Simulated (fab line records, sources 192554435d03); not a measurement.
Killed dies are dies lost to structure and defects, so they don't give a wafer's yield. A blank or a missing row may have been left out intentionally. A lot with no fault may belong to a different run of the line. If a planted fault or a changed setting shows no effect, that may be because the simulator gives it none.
fab line records    flow n5_finfet    part 2 of 2: steps 17 to 17 of 17
[record] lots = 6  wafers = 18  last_day = 17
route steps=1938 shown FIN_CUT@156 BEOL_M4@1111 PASSIVATION@1936
lots that met no fault: taken from a fault-free run of the same line
start_h: the number of hours between the record's first day and the start of the first shown wafer of the lot    wait_h: hours elapsed since this lot's preceding step    " as in the row above    L1.1+2: a row that stands for several wafers    - either no value or no given start    * or withheld: withheld    < > ~ a bound
route shown NAME@n: NAME is a module with steps in the file, n the number in the route of the first one    usual: the fault-free wafers' mean and standard deviation    same: alike in all rows    chamber/n: place in a boat    sites: per-site readings    _std_site: how widely they spread, as a standard deviation    _edge_site: mean of outer sites minus mean of inner sites    radius_mm: how far each site lies from the wafer's centre    mask NAME#n: copy n    behind: the tool/chamber that last shaped the wafer    hold: what put the lot on hold/how long, in hours/how the hold closed    device: transistor that didn't switch, given as n, p or np    end of line: the same wafers' tests at the end of the route    step lacking rows: just its recipe    killed: dies that structure and defects cost at the first sort, which is not the same as the wafer's yield    map: shows each die of a wafer: x if killed, . if not, _ if none is there
set.NAME: setting as actually run; set.NAME@STEP: the setting as run at that earlier step    model.NAME: the simulator's own value behind a step, which no gauge read
lots at some steps of the route; a table a step, a row a wafer
services: from which hour (start_h, from the record's first day; less than 0 if before it) a tool's chamber was out of use, for how many hours, and why
[[steps]]
[step N5_PASSIVATION_PROBE_49]
[usual] killed_at_M0_to_M3 = 34/8.9  killed_at_M4_up = 13/4.6  killed_at_contacts = 12/5.5  killed_at_front_end = 41/11  killed_at_other = 3.1/2.9  killed_dies = 102/16  killed_on_rim = 13/4.2  killed_open = 66/11  killed_short = 34/7.6
[same] gross_dies = 1180  killed_at_back_side = 0
lot.wafer  tool       chamber  start_h  wait_h  killed_at_M0_to_M3  killed_at_M4_up  killed_at_contacts  killed_at_front_end  killed_at_other  killed_dies  killed_on_rim  killed_open  killed_short
L533.1     prober-01  -        314.11   0.0     45                  21               16                  1093                 5                1180         152            79           42
L533.4     prober-01  -        314.26   0.2     31                  11               28                  1104                 6                1180         152            96           35
L533.5     prober-01  -        314.31   0.2     37                  9                24                  1108                 2                1180         152            82           33
L534.2     prober-02  -        332.74   0.1     44                  14               5                   1109                 8                1180         152            79           30
L534.3     prober-02  -        332.79   0.1     34                  10               14                  1119                 3                1180         152            72           37
L534.6     prober-02  -        332.94   0.3     41                  10               6                   1115                 8                1180         152            69           37
L539.2     prober-01  -        354.34   0.1     29                  9                17                  45                   2                102          14             62           34
L539.3     prober-01  -        354.39   0.1     15                  6                12                  45                   7                85           10             55           29
L539.6     prober-01  -        354.54   0.3     31                  1                14                  39                   2                87           18             64           23
L540.1     prober-02  -        358.08   0.0     31                  16               5                   50                   6                108          12             73           35
L540.3     prober-02  -        358.18   0.1     24                  15               13                  53                   19               124          22             80           44
L540.4     prober-02  -        358.23   0.2     27                  13               10                  47                   2                99           13             73           26
L542.2     prober-01  -        374.14   0.1     31                  13               9                   56                   1                110          9              64           38
L542.4     prober-01  -        374.24   0.2     31                  10               8                   50                   4                103          15             71           29
L542.6     prober-01  -        374.34   0.3     48                  16               22                  43                   0                129          13             82           46
L548.1     prober-01  -        407.78   0.0     35                  17               16                  45                   1                114          20             73           34
L548.3     prober-01  -        407.88   0.1     37                  16               9                   18                   4                84           14             65           19
L548.4     prober-01  -        407.93   0.2     23                  12               4                   48                   5                92           10             61           31
// killed by level:class
L533.1 FIN_CUT:area_etch=1058 MOL_CONTACT_COAG:geometric_particle:open=15 BEOL_M2:geometric_particle:open=11 BEOL_M3:geometric_particle:open=9 BEOL_M0_SAQP:geometric_particle:short=8 STI_FIN_REVEAL:geometric_particle:open=7 BEOL_M0_SAQP:geometric_particle:open=7 STI_FIN_REVEAL:geometric_particle:short=5
L533.4 FIN_CUT:area_etch=1047 MOL_CONTACT_COAG:geometric_particle:open=19 DUMMY_GATE:geometric_particle:open=14 STI_FIN_REVEAL:geometric_particle:open=12 BEOL_M3:geometric_particle:open=10 FIN_SAQP:geometric_particle:open=9 MOL_CONTACT_COAG:geometric_particle:short=9 FIN_SAQP:geometric_particle:short=7
L533.5 FIN_CUT:area_etch=1064 MOL_CONTACT_COAG:geometric_particle:open=19 STI_FIN_REVEAL:geometric_particle:open=12 BEOL_M1:geometric_particle:open=11 BEOL_M3:geometric_particle:open=9 FIN_SAQP:geometric_particle:short=6 DUMMY_GATE:geometric_particle:open=6 GATE_CUT:geometric_particle:short=5
L534.2 FIN_CUT:area_etch=1070 BEOL_M3:geometric_particle:open=15 FIN_SAQP:geometric_particle:open=13 STI_FIN_REVEAL:geometric_particle:open=9 BEOL_M3:geometric_particle:short=8 BEOL_M1:geometric_particle:open=6 BEOL_M4:geometric_particle:open=6 BEOL_M0_SAQP:geometric_particle:short=5
L534.3 FIN_CUT:area_etch=1070 FIN_SAQP:geometric_particle:open=17 MOL_CONTACT_COAG:geometric_particle:open=10 FIN_SAQP:geometric_particle:short=9 STI_FIN_REVEAL:geometric_particle:open=9 BEOL_M1:geometric_particle:open=9 BEOL_M3:geometric_particle:open=8 BEOL_M0_SAQP:geometric_particle:open=6
L534.6 FIN_CUT:area_etch=1074 STI_FIN_REVEAL:geometric_particle:open=13 BEOL_M3:geometric_particle:open=10 BEOL_M0_SAQP:geometric_particle:short=8 BEOL_M1:geometric_particle:open=7 BEOL_M4:geometric_particle:open=6 FIN_SAQP:geometric_particle:open=5 MOL_CONTACT_COAG:geometric_particle:open=5
L539.2 MOL_CONTACT_COAG:geometric_particle:open=13 FIN_SAQP:geometric_particle:short=12 BEOL_M2:geometric_particle:open=7 STI_FIN_REVEAL:geometric_particle:open=6 BEOL_M0:geometric_particle:open=6 BEOL_M3:geometric_particle:open=6 HKMG_FIN:area_etch=6 FIN_SAQP:geometric_particle:open=5
L539.3 FIN_SAQP:geometric_particle:open=17 STI_FIN_REVEAL:geometric_particle:open=9 MOL_CONTACT_COAG:geometric_particle:open=9 FIN_SAQP:geometric_particle:short=7 BEOL_M0_SAQP:geometric_particle:short=4 BEOL_M3:geometric_particle:open=4 MOL_CONTACT_COAG:geometric_particle:short=3 BEOL_M2:geometric_particle:open=3
L539.6 STI_FIN_REVEAL:geometric_particle:open=13 BEOL_M3:geometric_particle:open=13 MOL_CONTACT_COAG:geometric_particle:open=12 FIN_SAQP:geometric_particle:open=7 FIN_SAQP:geometric_particle:short=6 BEOL_M0_SAQP:geometric_particle:short=4 BEOL_M0_SAQP:geometric_particle:open=4 BEOL_M1:geometric_particle:open=3
L540.1 BEOL_M0_SAQP:geometric_particle:short=11 STI_FIN_REVEAL:geometric_particle:open=11 DUMMY_GATE:geometric_particle:open=11 BEOL_M0_SAQP:geometric_particle:open=11 FIN_SAQP:geometric_particle:short=7 STARTING-WAFER:geometric_particle:open=6 STI_FIN_REVEAL:geometric_particle:short=5 BEOL_M7:geometric_particle:open=5
L540.3 STI_FIN_REVEAL:geometric_particle:open=15 DUMMY_GATE:geometric_particle:open=7 MOL_CONTACT_COAG:geometric_particle:short=7 BEOL_M0_SAQP:geometric_particle:short=7 MOL_CONTACT_COAG:geometric_particle:open=6 BEOL_M3:geometric_particle:open=6 MIM_TOP_ETCH:geometric_particle:open=6 FIN_SAQP:geometric_particle:short=5
L540.4 DUMMY_GATE:geometric_particle:open=15 BEOL_M0_SAQP:geometric_particle:open=10 STI_FIN_REVEAL:geometric_particle:open=8 MOL_CONTACT_COAG:geometric_particle:open=8 GATE_CUT:geometric_particle:short=7 BEOL_M0_SAQP:geometric_particle:short=6 FIN_SAQP:geometric_particle:short=5 BEOL_M3:geometric_particle:open=5
L542.2 FIN_SAQP:geometric_particle:open=20 FIN_SAQP:geometric_particle:short=9 BEOL_M3:geometric_particle:open=7 HKMG_FIN:area_etch=7 MOL_CONTACT_COAG:geometric_particle:open=6 BEOL_M0_SAQP:geometric_particle:open=6 GATE_CUT:geometric_particle:short=5 BEOL_M2:geometric_particle:short=5
L542.4 BEOL_M0_SAQP:geometric_particle:open=15 FIN_SAQP:geometric_particle:open=12 FIN_SAQP:geometric_particle:short=7 STI_FIN_REVEAL:geometric_particle:open=7 MOL_CONTACT_COAG:geometric_particle:open=7 BEOL_M0_SAQP:geometric_particle:short=7 DUMMY_GATE:geometric_particle:open=6 BEOL_M4:geometric_particle:open=5
L542.6 MOL_CONTACT_COAG:geometric_particle:open=17 BEOL_M0_SAQP:geometric_particle:open=16 FIN_SAQP:geometric_particle:short=11 FIN_SAQP:geometric_particle:open=11 BEOL_M1:geometric_particle:open=10 BEOL_M0_SAQP:geometric_particle:short=7 MOL_CONTACT_COAG:geometric_particle:short=5 BEOL_M3:geometric_particle:open=5
L548.1 MOL_CONTACT_COAG:geometric_particle:open=15 BEOL_M3:geometric_particle:open=11 BEOL_M4:geometric_particle:open=10 HKMG_FIN:area_etch=7 STARTING-WAFER:geometric_particle:short=6 BEOL_M0_SAQP:geometric_particle:open=6 BEOL_M1:geometric_particle:open=6 STI_FIN_REVEAL:geometric_particle:open=5
L548.3 BEOL_M1:geometric_particle:open=14 BEOL_M3:geometric_particle:open=8 MOL_CONTACT_COAG:geometric_particle:open=7 FIN_SAQP:geometric_particle:open=6 BEOL_M4:geometric_particle:open=6 BEOL_M0_SAQP:geometric_particle:open=5 BEOL_M4:geometric_particle:short=4 FIN_SAQP:geometric_particle:short=3
L548.4 FIN_SAQP:geometric_particle:open=13 BEOL_M3:geometric_particle:open=10 FIN_SAQP:geometric_particle:short=9 BEOL_M1:geometric_particle:open=5 STI_FIN_REVEAL:geometric_particle:open=4 BEOL_M4:geometric_particle:open=4 PASS1_CAP:geometric_particle:short=4 ILD0:geometric_particle:short=3
// map L533.1 (x killed, . not)
_________________xxxxxxxxxxxx________________
______________xxxxxxxxxxxxxxxxxx_____________
___________xxxxxxxxxxxxxxxxxxxxxxxx__________
__________xxxxxxxxxxxxxxxxxxxxxxxxxx_________
________xxxxxxxxxxxxxxxxxxxxxxxxxxxxxx_______
_______xxxxxxxxxxxxxxxxxxxxxxxxxxxxxxxx______
______xxxxxxxxxxxxxxxxxxxxxxxxxxxxxxxxxx_____
_____xxxxxxxxxxxxxxxxxxxxxxxxxxxxxxxxxxxx____
____xxxxxxxxxxxxxxxxxxxxxxxxxxxxxxxxxxxxxx___
___xxxxxxxxxxxxxxxxxxxxxxxxxxxxxxxxxxxxxxxx__
___xxxxxxxxxxxxxxxxxxxxxxxxxxxxxxxxxxxxxxxx__
__xxxxxxxxxxxxxxxxxxxxxxxxxxxxxxxxxxxxxxxxxx_
__xxxxxxxxxxxxxxxxxxxxxxxxxxxxxxxxxxxxxxxxxx_
_xxxxxxxxxxxxxxxxxxxxxxxxxxxxxxxxxxxxxxxxxxxx
_xxxxxxxxxxxxxxxxxxxxxxxxxxxxxxxxxxxxxxxxxxxx
_xxxxxxxxxxxxxxxxxxxxxxxxxxxxxxxxxxxxxxxxxxxx
_xxxxxxxxxxxxxxxxxxxxxxxxxxxxxxxxxxxxxxxxxxxx
_xxxxxxxxxxxxxxxxxxxxxxxxxxxxxxxxxxxxxxxxxxxx
_xxxxxxxxxxxxxxxxxxxxxxxxxxxxxxxxxxxxxxxxxxxx
_xxxxxxxxxxxxxxxxxxxxxxxxxxxxxxxxxxxxxxxxxxxx
_xxxxxxxxxxxxxxxxxxxxxxxxxxxxxxxxxxxxxxxxxxxx
__xxxxxxxxxxxxxxxxxxxxxxxxxxxxxxxxxxxxxxxxxx_
__xxxxxxxxxxxxxxxxxxxxxxxxxxxxxxxxxxxxxxxxxx_
___xxxxxxxxxxxxxxxxxxxxxxxxxxxxxxxxxxxxxxxx__
___xxxxxxxxxxxxxxxxxxxxxxxxxxxxxxxxxxxxxxxx__
____xxxxxxxxxxxxxxxxxxxxxxxxxxxxxxxxxxxxxx___
_____xxxxxxxxxxxxxxxxxxxxxxxxxxxxxxxxxxxx____
______xxxxxxxxxxxxxxxxxxxxxxxxxxxxxxxxxx_____
_______xxxxxxxxxxxxxxxxxxxxxxxxxxxxxxxx______
________xxxxxxxxxxxxxxxxxxxxxxxxxxxxxx_______
__________xxxxxxxxxxxxxxxxxxxxxxxxxx_________
___________xxxxxxxxxxxxxxxxxxxxxxxx__________
______________xxxxxxxxxxxxxxxxxx_____________
_________________xxxxxxxxxxxx________________
// map L534.2 (x killed, . not)
_________________xxxxxxxxxxxx________________
______________xxxxxxxxxxxxxxxxxx_____________
___________xxxxxxxxxxxxxxxxxxxxxxxx__________
__________xxxxxxxxxxxxxxxxxxxxxxxxxx_________
________xxxxxxxxxxxxxxxxxxxxxxxxxxxxxx_______
_______xxxxxxxxxxxxxxxxxxxxxxxxxxxxxxxx______
______xxxxxxxxxxxxxxxxxxxxxxxxxxxxxxxxxx_____
_____xxxxxxxxxxxxxxxxxxxxxxxxxxxxxxxxxxxx____
____xxxxxxxxxxxxxxxxxxxxxxxxxxxxxxxxxxxxxx___
___xxxxxxxxxxxxxxxxxxxxxxxxxxxxxxxxxxxxxxxx__
___xxxxxxxxxxxxxxxxxxxxxxxxxxxxxxxxxxxxxxxx__
__xxxxxxxxxxxxxxxxxxxxxxxxxxxxxxxxxxxxxxxxxx_
__xxxxxxxxxxxxxxxxxxxxxxxxxxxxxxxxxxxxxxxxxx_
_xxxxxxxxxxxxxxxxxxxxxxxxxxxxxxxxxxxxxxxxxxxx
_xxxxxxxxxxxxxxxxxxxxxxxxxxxxxxxxxxxxxxxxxxxx
_xxxxxxxxxxxxxxxxxxxxxxxxxxxxxxxxxxxxxxxxxxxx
_xxxxxxxxxxxxxxxxxxxxxxxxxxxxxxxxxxxxxxxxxxxx
_xxxxxxxxxxxxxxxxxxxxxxxxxxxxxxxxxxxxxxxxxxxx
_xxxxxxxxxxxxxxxxxxxxxxxxxxxxxxxxxxxxxxxxxxxx
_xxxxxxxxxxxxxxxxxxxxxxxxxxxxxxxxxxxxxxxxxxxx
_xxxxxxxxxxxxxxxxxxxxxxxxxxxxxxxxxxxxxxxxxxxx
__xxxxxxxxxxxxxxxxxxxxxxxxxxxxxxxxxxxxxxxxxx_
__xxxxxxxxxxxxxxxxxxxxxxxxxxxxxxxxxxxxxxxxxx_
___xxxxxxxxxxxxxxxxxxxxxxxxxxxxxxxxxxxxxxxx__
___xxxxxxxxxxxxxxxxxxxxxxxxxxxxxxxxxxxxxxxx__
____xxxxxxxxxxxxxxxxxxxxxxxxxxxxxxxxxxxxxx___
_____xxxxxxxxxxxxxxxxxxxxxxxxxxxxxxxxxxxx____
______xxxxxxxxxxxxxxxxxxxxxxxxxxxxxxxxxx_____
_______xxxxxxxxxxxxxxxxxxxxxxxxxxxxxxxx______
________xxxxxxxxxxxxxxxxxxxxxxxxxxxxxx_______
__________xxxxxxxxxxxxxxxxxxxxxxxxxx_________
___________xxxxxxxxxxxxxxxxxxxxxxxx__________
______________xxxxxxxxxxxxxxxxxx_____________
_________________xxxxxxxxxxxx________________
[[services]]
tool         chamber  start_h  hours  kind
rie_diel-01  2        78.79    3.0    repair
rie_diel-05  2        97.64    -      clean
rie_diel-05  2        97.64    -      consumable_replace:focus_ring
rie_diel-05  2        97.64    18.7   scheduled_down
rie_diel-05  2        97.64    18.7   vent_cycle
rie_diel-01  -        100.88   0.9    repair
rie_diel-04  0        135.51   2.6    repair
rie_diel-04  2        137.67   9.0    repair
rie_diel-01  3        146.17   -      clean
rie_diel-01  3        146.17   -      consumable_replace:focus_ring
rie_diel-01  3        146.17   16.4   scheduled_down
rie_diel-01  3        146.17   16.4   vent_cycle
rie_diel-05  3        154.00   3.5    repair
rie_diel-04  -        156.29   1.1    repair
rie_diel-05  3        157.53   -      clean
rie_diel-05  3        157.53   -      consumable_replace:focus_ring
rie_diel-05  3        157.53   14.8   scheduled_down
rie_diel-05  3        157.53   14.8   vent_cycle
[[key]]
[first_sign] step = N5_FIN_CUT_ETCH_20  reading = tool_record  direction = missing
[effect] step = N5_FIN_CUT_ETCH_21  reading = oes_product_au  direction = down  sigmas = 5.2  usual = 0.73  struck = 0.28
[effect] step = N5_PASSIVATION_PROBE_49  reading = killed_at_front_end  direction = up  sigmas = 93  usual = 41  struck = 1108
[model_effect] step = N5_FIN_CUT_ETCH_20  value = CAR-EUV_of_FIN_CUT_COAT_02.thk_nm  without = 0  struck = 14.67
[more_kills_born_at] N5_FIN_CUT_ETCH_20@rie_diel-01 = 3214  N5_FIN_CUT_ETCH_20@rie_diel-04 = 3169
met_at N5_FIN_CUT_ETCH_20
struck_wafers L533.1,L533.4,L533.5,L534.2,L534.3,L534.6
later_rows_left_out L533.1,L533.4,L533.5,L534.2,L534.3,L534.6
tester_left_out L533,L534
[fault] kind = skipped_step_whole  tool = rie_diel-01,rie_diel-04  chamber = -  onset_h = 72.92  steps = N5_FIN_CUT_ETCH_20  scope = struck_lots_only
// tester_left_out: of these lots the tester's yield and bins aren't shown, on N5 and GAA mostly nor the transistor test; their killed dies are dies lost to structure and defects alone, not to doping, threshold or leakage, so they don't give the yield
// later_rows_left_out: the simulator's readings of these wafers behind a module that went badly wrong aren't trusted and aren't shown, but for the sort
